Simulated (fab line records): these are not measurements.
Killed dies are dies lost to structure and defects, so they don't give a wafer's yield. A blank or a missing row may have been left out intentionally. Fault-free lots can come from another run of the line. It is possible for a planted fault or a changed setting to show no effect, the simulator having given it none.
Which tool is to blame? / flow n5 finfet / 8 lots, 24 wafers sampled, at 1 step of a route of 1938

WHAT THE GAUGES READ, wafer by wafer
N5_BEOL_M4_RC_MEAS_101.
lot=L976; measured=day 9 04:48; on=prober-02; DIBL_N (mV/V)=36.3 38.0 36.7; DIBL_P (mV/V)=36.2 39.1 35.7; IOFF_N (nA/um)=0.161 0.208 0.169; IOFF_P (nA/um)=0.22 0.28 0.21; ION_N (uA/um)=674 682 674; ION_P (uA/um)=462 465 454; SS_N (mV/dec)=71.1 72.0 71.8; SS_P (mV/dec)=74.1 73.7 73.2; VT_N (mV)=249.6 246.3 250.4; VT_P (mV)=-247 -248 -247
lot=L978; measured=day 9 14:31; on=prober-01; DIBL_N (mV/V)=37.4 37.1 35.0; DIBL_P (mV/V)=35.6 36.0 33.4; IOFF_N (nA/um)=0.178 0.178 0.136; IOFF_P (nA/um)=0.20 0.21 0.16; ION_N (uA/um)=674 686 664; ION_P (uA/um)=456 458 448; SS_N (mV/dec)=71.8 71.6 71.7; SS_P (mV/dec)=73.3 73.6 72.4; VT_N (mV)=247.8 249.2 253.0; VT_P (mV)=-255 -253 -255
lot=L983; measured=day 10 14:10; on=prober-02; DIBL_N (mV/V)=35.7 34.4 33.6; DIBL_P (mV/V)=35.9 34.8 33.0; IOFF_N (nA/um)=0.157 0.137 0.122; IOFF_P (nA/um)=0.21 0.20 0.17; ION_N (uA/um)=667 666 648; ION_P (uA/um)=456 463 452; SS_N (mV/dec)=71.3 70.3 71.2; SS_P (mV/dec)=73.0 73.0 71.8; VT_N (mV)=250.1 248.8 253.3; VT_P (mV)=-247 -248 -251
lot=L984; measured=day 10 16:13; on=prober-01; DIBL_N (mV/V)=35.7 32.5 36.7; DIBL_P (mV/V)=36.3 31.9 37.0; IOFF_N (nA/um)=0.153 0.104 0.161; IOFF_P (nA/um)=0.19 0.14 0.20; ION_N (uA/um)=676 658 663; ION_P (uA/um)=455 448 452; SS_N (mV/dec)=70.7 70.6 71.4; SS_P (mV/dec)=74.0 72.7 74.8; VT_N (mV)=248.6 258.3 250.6; VT_P (mV)=-255 -257 -255
lot=L990; measured=day 11 21:24; on=prober-02; DIBL_N (mV/V)=37.7 38.6 36.4; DIBL_P (mV/V)=38.0 38.5 36.7; IOFF_N (nA/um)=0.194 0.223 0.178; IOFF_P (nA/um)=0.29 0.30 0.26; ION_N (uA/um)=690 675 681; ION_P (uA/um)=478 467 474; SS_N (mV/dec)=71.5 71.7 71.2; SS_P (mV/dec)=73.4 74.1 72.9; VT_N (mV)=245.4 243.9 244.9; VT_P (mV)=-244 -244 -244
lot=L989; measured=day 12 01:50; on=prober-01; DIBL_N (mV/V)=36.9 35.4 35.4; DIBL_P (mV/V)=35.9 34.5 34.0; IOFF_N (nA/um)=0.178 0.158 0.147; IOFF_P (nA/um)=0.21 0.20 0.18; ION_N (uA/um)=678 664 662; ION_P (uA/um)=461 453 445; SS_N (mV/dec)=72.2 72.0 71.9; SS_P (mV/dec)=73.9 72.6 73.1; VT_N (mV)=247.4 249.4 252.3; VT_P (mV)=-249 -252 -254
lot=L994; measured=day 13 03:45; on=prober-02; DIBL_N (mV/V)=40.2 35.4 37.4; DIBL_P (mV/V)=39.1 34.9 37.0; IOFF_N (nA/um)=0.228 0.132 0.165; IOFF_P (nA/um)=0.27 0.19 0.22; ION_N (uA/um)=677 672 682; ION_P (uA/um)=468 462 465; SS_N (mV/dec)=72.5 70.7 71.2; SS_P (mV/dec)=74.4 72.5 73.3; VT_N (mV)=246.0 252.0 247.7; VT_P (mV)=-248 -254 -249
lot=L995; measured=day 13 21:41; on=prober-01; DIBL_N (mV/V)=36.2 35.4 34.2; DIBL_P (mV/V)=37.0 37.1 34.5; IOFF_N (nA/um)=0.186 0.171 0.136; IOFF_P (nA/um)=0.23 0.22 0.18; ION_N (uA/um)=670 690 660; ION_P (uA/um)=458 465 451; SS_N (mV/dec)=72.1 71.6 71.1; SS_P (mV/dec)=73.9 74.4 72.8; VT_N (mV)=245.1 248.0 251.7; VT_P (mV)=-248 -250 -253

WHICH TOOL RAN EACH LOT (tool, then ch and the chambers of the sampled wafers, then the start)
Record: no process step prior to these readings.

WHAT THE TOOLS THEMSELVES READ (means of the sampled wafers that have a number; where no wafer has one, the mark that the record gives instead)
The record holds no such reading with a usual standard deviation.

THE ANSWER, worked out from the rows above alone
Rule: what is usual is taken from the lots themselves. Put in order of their means at a reading, lots are off if they are a third of the lots or fewer, leave a main group of 4 or more, and stand apart from it by a gap of 3 or more times the standard deviation of the main group's means; of several such gaps the widest counts. Not used: any main group whose means are identical at the precision the tables above print for the reading. Also off: a lot with no number at a reading for which 4 or more lots have one. All remaining lots with rows at the step are treated as sound. The gauges are gone through in route order, then the tools' own readings, and for those a lot's mean is taken as printed above. At the first step where some lot is off, the reading lying furthest off is the one used; lots without a number count as furthest.
No lot is off at any reading shown: from this, nothing can be told.

WHAT THE SIMULATOR HAD PUT IN
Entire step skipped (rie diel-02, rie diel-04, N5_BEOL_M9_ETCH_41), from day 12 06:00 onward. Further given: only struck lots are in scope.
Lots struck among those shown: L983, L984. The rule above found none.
